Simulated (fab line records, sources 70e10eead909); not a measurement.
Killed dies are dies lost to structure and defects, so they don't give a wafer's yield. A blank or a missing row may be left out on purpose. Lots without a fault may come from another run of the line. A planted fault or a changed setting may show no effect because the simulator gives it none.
Which tool did it? | flow nand_harc | 12 lots, 34 wafers sampled, at 5 steps of a route of 1302

WHAT THE GAUGES READ, wafer by wafer
NHARC_END_SORT_01. Usual: killed_at_array 60, standard deviation 21; killed_at_other 1.0, standard deviation 1.2; killed_at_periphery 4.2, standard deviation 2.8; killed_dies 65, standard deviation 20; killed_open 3.1, standard deviation 1.8; killed_short 2.6, standard deviation 1.6.
lot  | measured     | on        | killed_at_array | killed_at_other | killed_at_periphery | killed_dies | killed_open | killed_short | flag
L835 | day 25 17:26 | prober-02 | 78 75 54        | 3 1 2           | 9 5 4               | 90 81 60    | 2 1 0       | 6 4 1        |
L843 | day 28 17:43 | prober-01 | 73 58 55        | 0 0 0           | 3 0 0               | 76 58 55    | 2 1 1       | 4 2 2        |
L844 | day 29 22:07 | prober-01 | 55 36 39        | 0 0 0           | 2 7 7               | 57 43 46    | 4 2 1       | 2 5 2        |
L845 | day 29 22:14 | prober-02 | 43 43 50        | 1 1 0           | 6 7 7               | 50 51 57    | 4 5 3       | 2 4 3        |
L849 | day 32 20:57 | prober-02 | 44 675          | 2 1             | 0 1                 | 46 677      | 2 3         | 3 3          | OFF
L850 | day 33 02:58 | prober-01 | 41 667          | 2 0             | 9 9                 | 52 676      | 5 4         | 1 3          | OFF
L853 | day 33 05:31 | prober-02 | 66 47 68        | 1 1 1           | 2 1 6               | 69 49 75    | 2 3 5       | 5 2 4        |

WHICH TOOL RAN EACH LOT (tool, then ch and the chambers of the sampled wafers, then the start)
lot  | NHARC_A_SLIT_DEP_23             | NHARC_A_SLIT_ETCH_15               | NHARC_A_SLIT_ETCH_26             | NHARC_A_SLIT_STRIP_18
L832 | pecvd-01 ch 1,2, day 20 01:51   | rie_diel-06 ch 0,2, day 20 02:53   | har_etch-01 ch 0,1, day 20 11:16 | rie_diel-03 ch 0,2, no start
L835 | pecvd-04 ch 0,1, day 21 06:35   | rie_diel-11 ch 1,2,3, day 21 07:40 | har_etch-02 ch 0,1, day 21 12:14 | rie_diel-11 ch 0,1,2, day 25 17:26 or earlier
L836 | pecvd-03 ch 0,1, day 21 17:10   | rie_diel-03 ch 0,2, day 21 18:19   | har_etch-02 ch 0,1, day 21 22:55 | rie_diel-06 ch 0,1,2, no start
L838 | pecvd-04 ch 0,1,2, day 22 08:24 | rie_diel-11 ch 0,3, day 22 09:20   | har_etch-01 ch 0,1, day 22 14:16 | rie_diel-03 ch 1,2,3, no start
L839 | pecvd-03 ch 0,1,2, day 23 05:26 | rie_diel-06 ch 0,2,3, day 23 06:31 | har_etch-01 ch 0,1, day 23 11:25 | rie_diel-06 ch 0,2,3, no start
L842 | pecvd-01 ch 1,2, day 24 02:28   | rie_diel-03 ch 0,2,3, day 24 03:31 | har_etch-01 ch 1, day 24 08:32   | rie_diel-11 ch 0,1, no start
L843 | pecvd-04 ch 0,1,2, day 24 02:28 | rie_diel-06 ch 0,3, day 24 03:46   | har_etch-02 ch 0,1, day 24 08:27 | rie_diel-06 ch 0,1, day 28 17:43 or earlier
L844 | pecvd-01 ch 0,2, day 25 05:29   | rie_diel-11 ch 1,3, day 25 06:28   | har_etch-01 ch 0,1, day 25 11:17 | rie_diel-11 ch 1,2,3, day 29 22:07 or earlier
L845 | pecvd-03 ch 0,1,2, day 25 06:21 | rie_diel-03 ch 2,3, day 25 07:12   | har_etch-02 ch 0,1, day 25 12:05 | rie_diel-03 ch 0,1,3, day 29 22:14 or earlier
L849 | pecvd-01 ch 1, day 27 14:14     | rie_diel-06 ch 0,2, day 27 15:28   | har_etch-02 ch 1, day 27 19:52   | rie_diel-06 ch 0,3, day 32 20:57 or earlier
L850 | pecvd-03 ch 0, day 27 15:49     | rie_diel-06 ch 1,2, day 27 16:58   | har_etch-02 ch 0,1, day 27 23:44 | rie_diel-11 ch 1,3, day 33 02:58 or earlier
L853 | pecvd-04 ch 0,2, day 28 07:34   | rie_diel-11 ch 2,3, day 28 08:43   | har_etch-01 ch 0,1, day 28 13:24 | rie_diel-11 ch 0,1,2, day 33 05:31 or earlier
- NHARC_A_SLIT_DEP_23: deposits SiON, target thk 100 nm.
- NHARC_A_SLIT_ETCH_15: etches the open film in O2/COS, target depth 6200 nm, time 1612 s.
- NHARC_A_SLIT_ETCH_26: etches the open film in C4F8/O2/Ar, time 90 s, target depth 400 nm.
- NHARC_A_SLIT_STRIP_18: strips in O2.

WHAT THE TOOLS THEMSELVES READ (means of the sampled wafers that have a number; where no wafer has one, the mark that the record gives instead)
NHARC_A_SLIT_DEP_23. Usual: heater_power_w 694 W, standard deviation 67.
lot  | tool     | heater_power_w (W) | flag
L832 | pecvd-01 | 698                |
L835 | pecvd-04 | 717                |
L836 | pecvd-03 | 725                |
L838 | pecvd-04 | 685                |
L839 | pecvd-03 | 733                |
L842 | pecvd-01 | 667                |
L843 | pecvd-04 | 656                |
L844 | pecvd-01 | 640                |
L845 | pecvd-03 | 782                |
L849 | pecvd-01 | 711                |
L850 | pecvd-03 | 764                |
L853 | pecvd-04 | 596                |

NHARC_A_SLIT_ETCH_15. Usual: drypump_motor_current_A 5.8 A, standard deviation 0.38; oes_product_au 0.998 a.u., standard deviation 0.0072; rf_vpp_V 315.0 V, standard deviation 1.8; showerhead_plenum_p_Torr 3.17 Torr, standard deviation 0.1; throttle_valve_pct 28.331 %, standard deviation 0.0086.
lot  | tool        | drypump_motor_current_A (A) | oes_product_au (a.u.) | rf_vpp_V (V) | showerhead_plenum_p_Torr (Torr) | throttle_valve_pct (%) | flag
L832 | rie_diel-06 | 6.1                         | 1.008                 | 314.7        | 3.15                            | 28.334                 |
L835 | rie_diel-11 | 5.9                         | 0.999                 | 315.6        | 3.21                            | 28.327                 |
L836 | rie_diel-03 | 5.7                         | 1.007                 | 315.9        | 3.23                            | 28.343                 |
L838 | rie_diel-11 | 5.9                         | 0.994                 | 314.9        | 3.19                            | 28.331                 |
L839 | rie_diel-06 | 6.0                         | 0.992                 | 313.8        | 3.13                            | 28.338                 |
L842 | rie_diel-03 | 5.5                         | 1.003                 | 316.2        | 3.26                            | 28.332                 |
L843 | rie_diel-06 | 5.9                         | 0.999                 | 314.8        | 3.12                            | 28.339                 |
L844 | rie_diel-11 | 6.0                         | 0.999                 | 313.4        | 3.13                            | 28.323                 |
L845 | rie_diel-03 | 5.6                         | 1.013                 | 316.2        | 3.28                            | 28.325                 |
L849 | rie_diel-06 | 6.1                         | 0.907                 | 315.1        | 3.18                            | 28.337                 | OFF
L850 | rie_diel-06 | 5.8                         | 0.906                 | 314.2        | 3.13                            | 28.333                 | OFF
L853 | rie_diel-11 | 5.9                         | 1.001                 | 314.1        | 3.15                            | 28.335                 |

NHARC_A_SLIT_ETCH_26. Usual: drypump_motor_current_A 5.6 A, standard deviation 0.55; showerhead_plenum_p_Torr 3.71 Torr, standard deviation 0.19; throttle_valve_pct 27.618 %, standard deviation 0.0083.
lot  | tool        | drypump_motor_current_A (A) | showerhead_plenum_p_Torr (Torr) | throttle_valve_pct (%) | flag
L832 | har_etch-01 | 5.1                         | 3.62                            | 27.623                 |
L835 | har_etch-02 | 6.3                         | 3.94                            | 27.627                 |
L836 | har_etch-02 | 6.1                         | 3.94                            | 27.630                 |
L838 | har_etch-01 | 5.1                         | 3.61                            | 27.618                 |
L839 | har_etch-01 | 5.1                         | 3.55                            | 27.613                 |
L842 | har_etch-01 | 5.1                         | 3.65                            | 27.610                 |
L843 | har_etch-02 | 6.3                         | 3.92                            | 27.616                 |
L844 | har_etch-01 | 5.1                         | 3.58                            | 27.617                 |
L845 | har_etch-02 | 6.3                         | 3.91                            | 27.619                 |
L849 | har_etch-02 | 6.0                         | 3.90                            | 27.615                 |
L850 | har_etch-02 | 6.2                         | 3.89                            | 27.621                 |
L853 | har_etch-01 | 5.1                         | 3.56                            | 27.618                 |

NHARC_A_SLIT_STRIP_18. Usual: drypump_motor_current_A 5.8 A, standard deviation 0.35; oes_product_au 0.999 a.u., standard deviation 0.0068; rf_vpp_V 57.9 V, standard deviation 0.96; showerhead_plenum_p_Torr 3.60 Torr, standard deviation 0.12; throttle_valve_pct 17.038 %, standard deviation 0.0087.
lot  | tool        | drypump_motor_current_A (A) | oes_product_au (a.u.) | rf_vpp_V (V) | showerhead_plenum_p_Torr (Torr) | throttle_valve_pct (%) | flag
L832 | rie_diel-03 | 5.9                         | 0.996                 | 58.5         | 3.68                            | 17.036                 |
L835 | rie_diel-11 | 5.9                         | 0.994                 | 57.8         | 3.69                            | 17.038                 |
L836 | rie_diel-06 | 5.9                         | 0.997                 | 58.4         | 3.60                            | 17.039                 |
L838 | rie_diel-03 | 5.6                         | 0.999                 | 57.0         | 3.59                            | 17.033                 |
L839 | rie_diel-06 | 6.0                         | 1.002                 | 57.5         | 3.54                            | 17.032                 |
L842 | rie_diel-11 | 6.0                         | 0.995                 | 58.2         | 3.66                            | 17.034                 |
L843 | rie_diel-06 | 5.9                         | 0.995                 | 58.4         | 3.67                            | 17.034                 |
L844 | rie_diel-11 | 6.0                         | 1.006                 | 58.1         | 3.62                            | 17.035                 |
L845 | rie_diel-03 | 5.4                         | 1.003                 | 57.8         | 3.56                            | 17.040                 |
L849 | rie_diel-06 | 5.9                         | 1.008                 | 57.4         | 3.57                            | 17.035                 |
L850 | rie_diel-11 | 6.1                         | 1.006                 | 58.5         | 3.57                            | 17.026                 |
L853 | rie_diel-11 | 6.0                         | 0.997                 | 58.5         | 3.68                            | 17.039                 |

THE ANSWER, worked out from the rows above alone
Rule: a lot is off if the mean of its wafers that have a number lies more than 3 standard deviations from the usual mean. A lot without any number at a reading at which 4 lots or more have one is off too. The other lots that the step has rows for count as sound. The gauges are gone through in route order, then the tools' own readings, and for those a lot's mean is taken as printed above. The first step at which some lot is off is used, and at that step the reading that is off furthest; a lot without a number counts as furthest.
Off: L849, L850, at NHARC_END_SORT_01 (killed_dies). Neither off nor sound, because the step has no rows for them: L832, L836, L838, L839, L842.
A tool fits if, at a process step before that reading, it ran every lot that is off, and no sound lot after the first of them. The gauges at NHARC_END_SORT_01 aren't tried: what is off there is off at NHARC_A_SLIT_ETCH_15 too, on other tools, and a gauge's error can't cause that. NHARC_A_SLIT_STRIP_18 gives no start for some lots, so the hours and the order of its lots are those of NHARC_END_SORT_01. Can't be told from this: 2 tools fit, rie_diel-06 at NHARC_A_SLIT_ETCH_15, har_etch-02 at NHARC_A_SLIT_ETCH_26.

WHAT THE SIMULATOR HAD PUT IN
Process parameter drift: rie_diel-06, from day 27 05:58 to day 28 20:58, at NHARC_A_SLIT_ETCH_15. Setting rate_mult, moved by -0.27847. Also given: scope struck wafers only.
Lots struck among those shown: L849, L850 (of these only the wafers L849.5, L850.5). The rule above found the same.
